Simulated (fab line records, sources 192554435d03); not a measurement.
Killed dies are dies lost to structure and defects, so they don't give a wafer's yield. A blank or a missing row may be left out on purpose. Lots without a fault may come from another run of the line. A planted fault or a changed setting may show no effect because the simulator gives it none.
Problem report in the 8D (eight disciplines) form, filled by code | flow n5_finfet | the parts of the form that need people (team, actions taken, sign-off) are left out

1. THE PROBLEM
bias_w at N5_BEOL_M12_ETCH_59 reads a mean of 175.7 W on 1 wafer of 1 lot; wafers without a fault read 150.0 W with a standard deviation of 0.48. That is +54 standard deviations from the usual mean.
The step: etches BARC in N2/H2, target depth 89 nm, overetch 26.7 nm, time 67.9 s.
First seen on wafer L244.3, day 16 21:13, on rie_diel-02. The record holds 15 wafers of 5 lots with a number at this step. Rule for "out", or "out of limits": more than 4 standard deviations from the usual mean. The other wafers with a number count as sound.

2. WHAT IT IS AND WHAT IT IS NOT
question                    | is                | is not
which readings at this step | bias_w, rf_vpp_V  | drypump_motor_current_A, h2_flow_sccm, n2_flow_sccm, oes_product_au, showerhead_plenum_p_Torr, throttle_valve_pct
which lots                  | L244              | L224, L235, L240, L241
which wafers of those lots  | L244.3            | L244.1, L244.4
read on which tools         | rie_diel-02       | rie_diel-04, rie_diel-05
when                        | from day 16 21:13 | up to then (14 sound wafers)

3. SUSPECTS, AND WHAT RULES EACH OUT
Counting: a tool at a process step up to the reading stays a suspect if it ran every lot that is out. Sound lots after the first of them don't rule it out here, since some wafers of a struck lot are sound.
- rie_diel-02 at N5_BEOL_M12_DESCUM_15 (chemistry O2, time 7.9 s): kept. It ran the lot that is out, L244 (day 16 21:11); its last sound lot up to then is L224 (day 11 14:41).
- rie_diel-02 at N5_BEOL_M12_ETCH_59 (etches BARC in N2/H2, target depth 89 nm, overetch 26.7 nm, time 67.9 s): kept. It ran the lot that is out, L244 (day 16 21:13); its last sound lot up to then is L224 (day 11 14:44). Its own readings are out on those wafers: bias_w, rf_vpp_V.
- Within rie_diel-02 at N5_BEOL_M12_DESCUM_15: the wafers that are out ran in chamber 0; their sound lot-mates ran in chamber 2.
- Within rie_diel-02 at N5_BEOL_M12_ETCH_59: the wafers that are out ran in chamber 0; their sound lot-mates ran in chamber 2.
Left after counting: rie_diel-02 at N5_BEOL_M12_DESCUM_15, rie_diel-02 at N5_BEOL_M12_ETCH_59.

4. THE CAUSE (what the simulator had put in)
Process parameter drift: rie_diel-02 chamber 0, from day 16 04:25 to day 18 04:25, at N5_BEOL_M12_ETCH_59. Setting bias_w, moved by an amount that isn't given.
Counting left 2 suspects, and this tool is among them.

5. THE CHAIN OF EFFECTS, in route order
Each row: a reading whose mean over the struck wafers that have a number lies more than 3 standard deviations from the usual. Only readings for which the record gives a usual standard deviation are gone through. hours: the time from each lot's start at the first step in this table that gives one to its start at this step, as a median over the lots. sigmas: the change in usual standard deviations.
hours | step                | reading  | usual   | on struck wafers | change | sigmas
0     | N5_BEOL_M12_ETCH_59 | bias_w   | 150.0 W | 175.7            | +25.7  | +54
0     | N5_BEOL_M12_ETCH_59 | rf_vpp_V | 525 V   | 583              | +58    | +18
The process steps in it:
- N5_BEOL_M12_ETCH_59: etches BARC in N2/H2, target depth 89 nm, overetch 26.7 nm, time 67.9 s.

6. WHAT WOULD HAVE CAUGHT IT SOONER
In this record the first reading out of limits was taken at day 16 21:13, 17 hours after the fault began at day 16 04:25.
